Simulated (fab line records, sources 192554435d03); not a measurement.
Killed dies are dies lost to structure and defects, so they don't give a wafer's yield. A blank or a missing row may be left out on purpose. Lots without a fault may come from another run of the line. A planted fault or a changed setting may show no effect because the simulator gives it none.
fab line records | flow n5_finfet | part 2 of 2: steps 4 to 6 of 6
record lots=24 wafers=72 last_day=18
route steps=1938 shown BEOL_M4@1037
lots that met no fault: from a run of the same line without faults
start_h: hours from the record's first day to the start of the lot's first wafer shown | wait_h: hours since the lot's step before | " the same as in the row above | L1.1+2: a row that stands for several wafers | - no value, or no start given | * or withheld: withheld | < > ~ a bound
route shown NAME@n: a module of which the file shows steps, and the number in the route of the first | usual: mean/standard deviation of fault-free wafers | same: alike in all rows | chamber/n: place in a boat | sites: the reading at each site | _std_site: their standard deviation | _edge_site: outer sites' mean less inner sites' | radius_mm: how far each site lies from the wafer's centre | mask NAME#n: copy n | behind: the tool/chamber that last shaped the wafer | hold: why the lot was held/for how many hours/how that ended | device: the transistor (n, p or np) that didn't switch | end of line: the same wafers' tests at the end of the route | a step without rows: its recipe alone | killed: dies lost to structure and defects at the first sort, not the wafer's yield | map: a wafer's dies, x killed, . not, _ none there
set.NAME: the setting as run; set.NAME@STEP: as run at that earlier step | model.NAME: the simulator's own value behind a step, which no gauge read
steps of the route over a sample of lots; a table a step, a row a wafer
services: from which hour (start_h, from the record's first day; less than 0 if before it) a tool's chamber was out of use, for how many hours, and why
## steps
# step N5_BEOL_M4_ETCH_70
# recipe chemistry=N2/H2 target=SOC target_depth_a=800 overetch_a=240 mask_material=SiARC temp_c=40 time_s=130 ion_energy_ev=200 pressure_mtorr=30 source_w=840 bias_w=150 n2_flow_sccm=200 h2_flow_sccm=200
# usual drypump_motor_current_A=5.9/0.58 oes_product_au=0.58/0.069 rf_vpp_V=523.7/2.6 showerhead_plenum_p_Torr=2.54/0.093 throttle_valve_pct=17.83/0.23
# columns lot.wafer tool chamber start_h wait_h drypump_motor_current_A oes_product_au rf_hours_counter_h rf_vpp_V showerhead_plenum_p_Torr throttle_valve_pct
L074.2 rie_diel-01 3 178.43 0.0 5.9 0.50 257 523.8 2.60 17.79
L074.5 " 2 " " 6.7 0.56 - 523.5 2.54 17.77
L074.6 " 1 " " 5.2 0.55 - 523.3 2.53 18.02
L076.3 rie_diel-05 0 181.73 0.0 5.3 0.50 226 524.8 2.63 18.00
L076.5 " 1 " " 6.0 0.61 - 521.7 2.49 17.97
L076.6 " 2 " " 5.6 0.57 - 524.7 2.53 17.69
L075.1 rie_diel-06 0 184.87 0.0 6.4 0.54 163 522.8 2.44 17.96
L075.2 " 3 " " 4.8 0.56 137 521.7 2.46 17.85
L075.6 " 0 " " 6.5 0.54 - 521.3 2.44 17.97
L077.1 rie_diel-01 1 184.93 0.0 5.3 0.54 177 524.4 2.53 18.02
L077.3 " 2 " " 6.7 0.56 170 524.3 2.54 17.77
L077.6 " 1 " " 5.3 0.54 - 523.7 2.53 18.03
L078.1 rie_diel-05 3 190.01 0.0 6.7 0.53 208 520.1 2.41 18.02
L078.2 " 2 " " 5.6 0.57 141 525.4 2.53 17.69
L078.6 " 1 " " 5.9 0.61 - 521.0 2.49 17.98
L079.1 rie_diel-06 3 190.02 0.0 4.8 0.56 139 519.6 2.46 17.84
L079.4 " 2 " " 5.3 0.61 71 521.8 2.47 17.56
L079.5 " 0 " " 6.4 0.54 - 520.1 2.44 17.97
L080.3 rie_diel-01 1 197.34 0.0 5.3 0.54 182 522.1 2.52 18.02
L080.4 " 1 " " 5.3 0.55 - 524.2 2.52 18.03
L080.5 " 2 " " 6.7 0.56 - 523.7 2.54 17.78
L081.1 rie_diel-05 0 218.62 0.0 5.3 0.49 238 524.9 2.63 17.99
L081.2 " 2 " " 5.6 0.56 151 523.1 2.53 17.73
L081.5 " 1 " " 5.9 0.61 - 521.7 2.48 18.00
L082.2 rie_diel-01 3 222.26 0.0 5.9 0.74 0 525.6 2.60 17.39
L082.5 " 1 " " 5.3 0.53 - 523.4 2.52 18.05
L082.6 " 0 " " 6.2 0.68 - 527.6 2.72 17.54
L083.2 rie_diel-01 0 225.19 0.0 6.2 0.68 23 528.5 2.72 17.56
L083.4 " 3 " " 5.9 0.73 1 526.4 2.60 17.38
L083.6 " 2 " " 6.7 0.55 - 524.2 2.53 17.81
L084.1 rie_diel-05 0 225.20 0.0 5.3 0.50 241 526.2 2.62 18.00
L084.3 " 3 " " 6.7 0.52 221 518.6 2.40 18.06
L084.5 " 3 " " 6.7 0.52 - 519.6 2.40 18.04
L086.3 rie_diel-05 0 252.46 0.0 5.3 0.49 253 526.3 2.62 18.05
L086.5 " 3 " " 6.7 0.52 - 520.0 2.40 18.07
L086.6 " 0 " " 5.3 0.48 - 525.8 2.62 18.03
L088.2 rie_diel-01 3 252.57 0.0 5.9 0.69 9 525.0 2.60 17.39
L088.3 " 2 " " 6.7 0.54 198 524.1 2.53 17.82
L088.6 " 3 " " 5.9 0.69 - 524.2 2.60 17.40
L087.2 rie_diel-05 0 254.82 0.0 5.3 0.49 254 525.5 2.62 18.03
L087.4 " 0 " " 5.3 0.49 - 525.5 2.62 18.04
L087.5 " 3 " " 6.7 0.52 - 521.3 2.40 18.07
L085.3 rie_diel-05 1 255.32 0.0 6.0 0.59 97 522.8 2.47 18.02
L085.4 " 0 " " 5.2 0.49 - 524.9 2.62 18.03
L085.5 " 3 " " 6.7 0.52 - 520.2 2.40 18.08
L090.1 rie_diel-01 2 258.19 0.0 6.7 0.54 201 523.7 2.53 17.83
L090.2 " 3 " " 5.9 0.69 12 526.4 2.59 17.40
L090.3 " 0 " " 6.2 0.67 34 528.6 2.71 17.58
L089.1 rie_diel-05 1 258.25 0.0 6.0 0.59 98 520.8 2.47 18.03
L089.3 " 3 " " 6.7 0.52 236 518.0 2.40 18.09
L089.4 " 1 " " 6.0 0.59 - 520.7 2.47 18.04
L092.2 rie_diel-01 0 269.11 0.0 6.2 0.66 38 526.8 2.71 17.59
L092.4 " 3 " " 5.9 0.68 16 524.6 2.59 17.40
L092.5 " 0 " " 6.2 0.67 - 527.0 2.71 17.56
L091.2 rie_diel-06 1 273.39 0.0 5.8 0.66 21 525.0 2.61 17.58
L091.4 " 0 " " 6.4 0.53 191 520.7 2.43 18.00
L091.6 " 3 " " 4.8 0.54 - 519.5 2.44 17.90
L093.2 rie_diel-01 1 290.55 0.0 5.3 0.52 214 522.8 2.51 18.10
L093.3 " 2 " " 6.7 0.54 213 523.3 2.52 17.83
L093.4 " 3 " " 5.9 0.66 26 525.6 2.59 17.43
L095.4 rie_diel-05 1 291.29 0.0 5.9 0.58 106 523.3 2.47 18.06
L095.5 " 0 " " 5.3 0.70 - 525.8 2.62 17.58
L095.6 " 3 " " 6.7 0.51 - 520.7 2.39 18.10
L094.3 rie_diel-01 0 291.37 0.0 6.2 0.65 47 528.5 2.71 17.59
L094.4 " 1 " " 5.3 0.53 215 524.3 2.51 18.08
L094.6 " 3 " " 5.9 0.66 - 526.1 2.59 17.43
L096.2 rie_diel-01 3 300.52 0.0 5.9 0.65 29 527.0 2.59 17.42
L096.3 " 2 " " 6.7 0.53 216 523.3 2.52 17.85
L096.5 " 1 " " 5.3 0.52 - 524.7 2.51 18.09
L097.1 rie_diel-06 0 324.49 0.0 6.4 0.52 211 519.6 2.42 18.05
L097.4 " 1 " " 5.8 0.64 42 526.2 2.60 17.63
L097.5 " 1 " " 5.8 0.63 - 525.2 2.60 17.63
# step N5_BEOL_M4_ALD_84
# recipe material=TaN target_thk_a=* temp_c=275 ald_precursor_family=PDMAT ald_co_reactant=NH3 pressure_torr=3 carrier_flow_sccm=1500 pulse_time_s=2 purge_time_s=3 co_reactant_purge_time_s=2 co_reactant_pulse_time_s=3 ald_cycles=30 precursor_vessel_temp_c=75 precursor_vessel_pressure_torr=26.25 precursor_vessel_carrier_sccm=1000
# usual chamber_pressure_Torr=3.000/0.0065 heater_power_w=414/37
# same co_reactant_purge_time_s=2
# columns lot.wafer tool chamber start_h wait_h chamber_pressure_Torr heater_power_w
L074.2 ald_metal-04 2 179.47 0.1 3.002 405
L074.5 " 3 " " 2.996 436
L074.6 " 0 " " 2.997 445
L076.3 ald_metal-04 0 182.77 0.1 3.002 451
L076.5 " 3 " " 3.005 441
L076.6 " 0 " " 2.999 446
L075.1 ald_metal-03 0 185.80 0.1 2.988 496
L075.2 " 3 " " 2.999 398
L075.6 " 2 " " 3.000 426
L077.1 ald_metal-04 2 185.86 0.0 3.015 400
L077.3 " 1 " " 3.015 386
L077.6 " 1 " " 3.007 386
L079.1 ald_metal-04 1 190.85 0.0 2.992 396
L079.4 " 2 " " 2.995 405
L079.5 " 2 " " 3.003 398
L078.1 ald_metal-02 2 195.63 0.0 3.002 423
L078.2 " 0 " " 2.999 366
L078.6 " 1 " " 2.991 418
L080.3 ald_metal-02 1 198.07 0.1 3.006 433
L080.4 " 0 " " 2.999 363
L080.5 " 2 " " 2.989 419
L081.1 ald_metal-02 0 219.69 0.1 2.998 368
L081.2 " 1 " " 2.998 427
L081.5 " 0 " " 2.997 370
L082.2 ald_metal-02 2 223.05 0.0 2.996 404
L082.5 " 0 " " 3.006 370
L082.6 " 1 " " 3.007 423
L083.2 ald_metal-03 0 226.01 0.0 2.988 496
L083.4 " 3 " " 2.999 395
L083.6 " 0 " " 2.999 500
L084.1 ald_metal-04 3 226.09 0.1 2.999 445
L084.3 " 2 " " 3.000 393
L084.5 " 3 " " 3.012 450
L086.3 ald_metal-03 3 253.47 0.1 2.997 404
L086.5 " 3 " " 2.998 401
L086.6 " 0 " " 3.006 475
L088.2 ald_metal-02 1 253.59 0.0 2.994 430
L088.3 " 3 " " 2.997 389
L088.6 " 2 " " 2.994 414
L087.2 ald_metal-03 2 255.90 0.0 3.011 429
L087.4 " 1 " " 3.012 345
L087.5 " 2 " " 3.000 434
L085.3 ald_metal-03 1 256.16 0.0 2.998 352
L085.4 " 2 " " 3.007 434
L085.5 " 1 " " 2.994 366
L090.1 ald_metal-02 0 259.17 0.0 2.996 367
L090.2 " 1 " " 3.006 416
L090.3 " 2 " " 3.013 426
L089.1 ald_metal-04 2 259.27 0.1 2.998 402
L089.3 " 1 " " 2.998 392
L089.4 " 3 " " 2.997 448
L092.2 ald_metal-04 3 270.39 0.1 2.996 444
L092.4 " 0 " " 2.999 433
L092.5 " 3 " " 3.007 434
L091.2 ald_metal-04 0 274.71 0.1 3.003 441
L091.4 " 2 " " 2.998 411
L091.6 " 3 " " 3.005 448
L093.2 ald_metal-02 1 291.42 0.1 3.005 425
L093.3 " 3 " " 2.997 401
L093.4 " 2 " " 2.995 408
L095.4 ald_metal-03 0 292.01 0.0 3.011 491
L095.5 " 0 " " 2.999 492
L095.6 " 1 " " 3.004 357
L094.3 ald_metal-03 3 292.86 0.3 2.999 398
L094.4 " 1 " " 2.995 359
L094.6 " 1 " " 3.003 350
L096.2 ald_metal-02 3 301.26 0.1 3.006 389
L096.3 " 1 " " 3.003 427
L096.5 " 0 " " 3.000 370
L097.1 ald_metal-03 0 325.39 0.0 2.985 502
L097.4 " 3 " " 3.008 398
L097.5 " 2 " " 2.989 432
# step N5_BEOL_M4_SPUTTER_48
# recipe material=Cu target_thk_a=45 temp_c=-20 chamber_pressure_pa=0.07 power_w=withheld time_s=8.29
# usual throttle_valve_pct=30.0/0.79
# columns lot.wafer tool chamber start_h wait_h throttle_valve_pct
L074.2 pvd_sputter-01 - 179.97 0.1 30.0
L074.5 " - " " 28.5
L074.6 " - " " 29.3
L076.3 pvd_sputter-03 - 183.37 0.1 30.1
L076.5 " - " " 30.6
L076.6 " - " " 30.6
L077.1 pvd_sputter-01 - 186.69 0.2 29.4
L077.3 " - " " 30.5
L077.6 " - " " 30.5
L075.1 pvd_sputter-03 - 188.37 1.8 31.0
L075.2 " - " " 31.0
L075.6 " - " " 30.8
L079.1 pvd_sputter-03 - 192.01 0.2 29.9
L079.4 " - " " 30.9
L079.5 " - " " 31.1
L078.1 pvd_sputter-02 - 196.31 0.2 29.5
L078.2 " - " " 29.9
L078.6 " - " " 29.0
L080.3 pvd_sputter-02 - 198.52 0.1 29.3
L080.4 " - " " 30.7
L080.5 " - " " 29.5
L081.1 pvd_sputter-01 - 220.22 0.1 29.0
L081.2 " - " " 28.3
L081.5 " - " " 30.1
L082.2 pvd_sputter-02 - 223.77 0.2 29.1
L082.5 " - " " 29.9
L082.6 " - " " 30.5
L083.2 pvd_sputter-02 - 226.57 0.1 29.4
L083.4 " - " " 29.7
L083.6 " - " " 30.8
L084.1 pvd_sputter-03 - 226.91 0.3 30.9
L084.3 " - " " 30.0
L084.5 " - " " 30.9
L086.3 pvd_sputter-02 - 254.13 0.1 29.5
L086.5 " - " " 29.0
L086.6 " - " " 29.8
L088.2 pvd_sputter-03 - 254.13 0.1 30.7
L088.3 " - " " 31.2
L088.6 " - " " 29.9
L087.2 pvd_sputter-01 - 256.35 0.1 28.2
L087.4 " - " " 29.5
L087.5 " - " " 29.4
L085.3 pvd_sputter-03 - 256.97 0.4 30.7
L085.4 " - " " 30.8
L085.5 " - " " 30.8
L090.1 pvd_sputter-03 - 259.78 0.2 30.0
L090.2 " - " " 30.5
L090.3 " - " " 30.9
L089.1 pvd_sputter-02 - 260.35 0.3 29.1
L089.3 " - " " 29.6
L089.4 " - " " 30.9
L092.2 pvd_sputter-03 - 271.27 0.1 30.8
L092.4 " - " " 31.0
L092.5 " - " " 30.8
L091.2 pvd_sputter-02 - 275.45 0.3 28.7
L091.4 " - " " 29.7
L091.6 " - " " 29.0
L093.2 pvd_sputter-02 - 291.99 0.2 29.0
L093.3 " - " " 29.6
L093.4 " - " " 30.7
L095.4 pvd_sputter-01 - 292.69 0.1 30.0
L095.5 " - " " 29.5
L095.6 " - " " 30.3
L094.3 pvd_sputter-02 - 294.11 0.1 29.3
L094.4 " - " " 28.9
L094.6 " - " " 28.9
L096.2 pvd_sputter-01 - 303.21 0.2 29.3
L096.3 " - " " 28.0
L096.5 " - " " 30.5
L097.1 pvd_sputter-03 - 326.09 0.3 30.6
L097.4 " - " " 30.8
L097.5 " - " " 31.1
## services
# columns tool chamber start_h hours kind
pvd_sputter-01 - 156.15 13.6 repair
rie_diel-05 0 156.68 4.6 repair
rie_diel-06 0 176.57 2.9 repair
rie_diel-01 3 183.44 7.2 repair
ald_metal-03 2 193.46 5.1 repair
rie_diel-06 1 199.25 14.5 repair
rie_diel-06 - 209.18 0.3 repair
rie_diel-06 - 210.01 4.8 repair
ald_metal-03 - 214.41 0.8 repair
rie_diel-06 1 216.20 8.8 repair
rie_diel-06 2 216.94 4.0 repair
rie_diel-06 0 227.20 14.4 repair
rie_diel-05 - 236.83 0.2 repair
rie_diel-06 2 241.76 6.5 repair
rie_diel-01 1 255.42 3.4 repair
rie_diel-05 0 265.60 - clean
rie_diel-05 0 265.60 - consumable_replace:focus_ring
rie_diel-05 0 265.60 22.7 scheduled_down
rie_diel-05 0 265.60 22.7 vent_cycle
rie_diel-01 2 270.68 4.7 repair
rie_diel-05 - 273.86 14.6 pm
ald_metal-04 1 274.31 5.4 repair
ald_metal-04 - 311.85 2.8 pm
rie_diel-05 3 314.94 11.0 repair
